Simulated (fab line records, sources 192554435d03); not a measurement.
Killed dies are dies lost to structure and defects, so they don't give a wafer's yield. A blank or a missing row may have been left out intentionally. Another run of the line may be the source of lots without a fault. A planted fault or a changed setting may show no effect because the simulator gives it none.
A lot that was struck, set against a sound lot -- flow n5-finfet -- 20 out of 1938 route steps
Sound: wafers L747.2, L747.3, L747.5. Struck: wafers L746.2, L746.3, L746.6. The cause is given at the end.
Order at every step that has rows: each side's tool, ch and its chambers, its first start. Under that, the readings that differ: sound wafers -- struck wafers -- difference of the means -- sigmas: that difference in standard deviations of wafers without a fault.
alike: same words and numbers on both sides, and readings whose means sit less than 2 such deviations apart. not compared: any withheld reading, any reading some wafer has no value for, any bound like >300 that may hide the same value, and any number with overlapping values for which the record gives no deviation.
The two part at a step that has a row with sigmas, a row that says differs or no value, or rows on one side only. When numbers do not overlap yet have no deviation, they are printed without sigmas and do not part them. Lack of a reading on every wafer of one side parts them only where that side has two or more wafers.

first, 8 steps without rows for these wafers: N5_BEOL_M9_COAT_59 (time 60 s, resist thk 100 nm); N5_BEOL_M9_COAT_60 (time 60 s, resist thk 30 nm); N5_BEOL_M9_COAT_05 (resist thk 90 nm); N5_BEOL_M9_EBR_07; N5_BEOL_M9_SOFTBAKE_06 (time 60 s); N5_BEOL_M9_EXPOSE_08 (exposes mask M9); N5_BEOL_M9_PEB_09 (peb time 60 s); N5_BEOL_M9_DEVELOP_10 (develop time 30 s).
N5_BEOL_M9_CD_MEAS_11 targets a cd of 64.1 nm.
  sound on cd-sem-01 ch 0, day 10 22:28; struck on cd-sem-02 ch 0, day 11 03:47
  alike: cd-nm
N5_BEOL_M9_OVL_MEAS_12:
  sound on overlay-01 ch 0, day 10 22:29; struck on overlay-01 ch 0, day 11 03:49
  alike: M9_OVL
N5_BEOL_M9_INSPECT_13: inspects for defects (brightfield).
  sound on defect-inspect-02, day 10 22:31; struck on defect-inspect-02, day 11 03:50
  alike: raw-defect-count
N5_BEOL_M9_DESCUM_16: chemistry O2, time 7.9 s.
  sound on rie-diel-01 ch 1,2,3, day 10 22:33; struck on rie-diel-01 ch 1,3, day 11 03:52
  alike: chamber-pressure-mTorr, drypump-motor-current-A, oes-product-au, rf-vpp-V, showerhead-plenum-p-Torr, throttle-valve-pct
  not compared: rf-hours-counter-h
N5_BEOL_M9_ETCH_61: etches SiARC in CF4, target depth 39 nm, time 65 s.
  sound on rie-diel-01 ch 1,2,3, day 10 22:35; struck on rie-diel-01 ch 1,3, day 11 03:55
  no value came back on the struck wafers for any of 9 readings (bias-w (W), cf4-flow-sccm (sccm) and others); on the sound wafers bias-w (W) reads 35.97 35.87 35.93
reading,sound,struck,difference,sigmas
model.CAR-ArF_of_BEOL_M9_COAT_05.thk-nm (nm),55.6 55.8 55.8,83.2 83.6 83.4,+27.7,
  not compared: rf-hours-counter-h
N5_BEOL_M9_ETCH_62: etches SOC in N2/H2, target depth 110 nm, overetch 22 nm, time 165 s.
  sound on rie-diel-01 ch 1,2,3, day 10 22:38; struck on rie-diel-01 ch 1,3, day 11 03:58
reading,sound,struck,difference,sigmas
bias-w (W),150.9 151.2 149.8,149.7 149.0 149.6,-1.2,-3
oes-product-au (a.u.),0.78 0.78 0.64,0.34 0.29 0.29,-0.43,-5
  alike: chamber-pressure-mTorr, drypump-motor-current-A, rf-vpp-V, showerhead-plenum-p-Torr, throttle-valve-pct
  not compared: rf-hours-counter-h
then, 1 step without rows for these wafers: N5_BEOL_M9_STRIP_68 (strips in N2/H2).
N5_BEOL_M9_STRIP_67: strips in CF4.
  sound on rie-diel-01 ch 1,2,3, day 10 22:47; struck on rie-diel-01 ch 1,3, day 11 04:06
  alike: chamber-pressure-mTorr, drypump-motor-current-A, oes-product-au, rf-vpp-V, showerhead-plenum-p-Torr, throttle-valve-pct
  not compared: rf-hours-counter-h
N5_BEOL_M9_HM_OPEN_17: chemistry Cl2/BCl3, target TiN, target depth 20 nm, overetch 6 nm.
  sound on rie-metal-03 ch 0, day 10 22:51; struck on rie-metal-02 ch 0,1, day 11 04:09
reading,sound,struck,difference,sigmas
oes-product-au (a.u.),0.59 0.59 0.59,0.27 0.28 0.32,-0.30,-4
throttle-valve-pct (%),21.95 21.96 21.93,22.78 22.77 22.94,+0.88,+7
  alike: chamber-pressure-mTorr, drypump-motor-current-A
  not compared: rf-hours-counter-h
N5_BEOL_M9_STRIP_19: strips in O2.
  sound on rie-diel-03 ch 0,1,2, day 10 23:04; struck on rie-diel-03 ch 0,3, day 11 04:16
  alike: chamber-pressure-mTorr, drypump-motor-current-A, oes-product-au, rf-vpp-V, showerhead-plenum-p-Torr, throttle-valve-pct
  not compared: rf-hours-counter-h
N5_BEOL_M9_CD_MEAS_18: pitch 140 nm, target cd 70 nm.
  sound on cd-sem-02, day 10 23:08; struck on cd-sem-03, day 11 04:20
reading,sound,struck,difference,sigmas
cd-nm (nm),70.3 70.1 69.5,- - -,no value on the struck wafers,
then, 1 step without rows for these wafers: N5_BEOL_M9_COAT_63 (time 60 s, resist thk 60 nm).

WHERE THEY PART
Last at N5_BEOL_M9_CD_MEAS_18 as far as this record goes, first at N5_BEOL_M9_ETCH_61.

WHY: the cause the simulator had injected
Whole step skipped at N5_BEOL_M9_ETCH_61 on rie-diel-01, starting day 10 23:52. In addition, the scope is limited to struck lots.
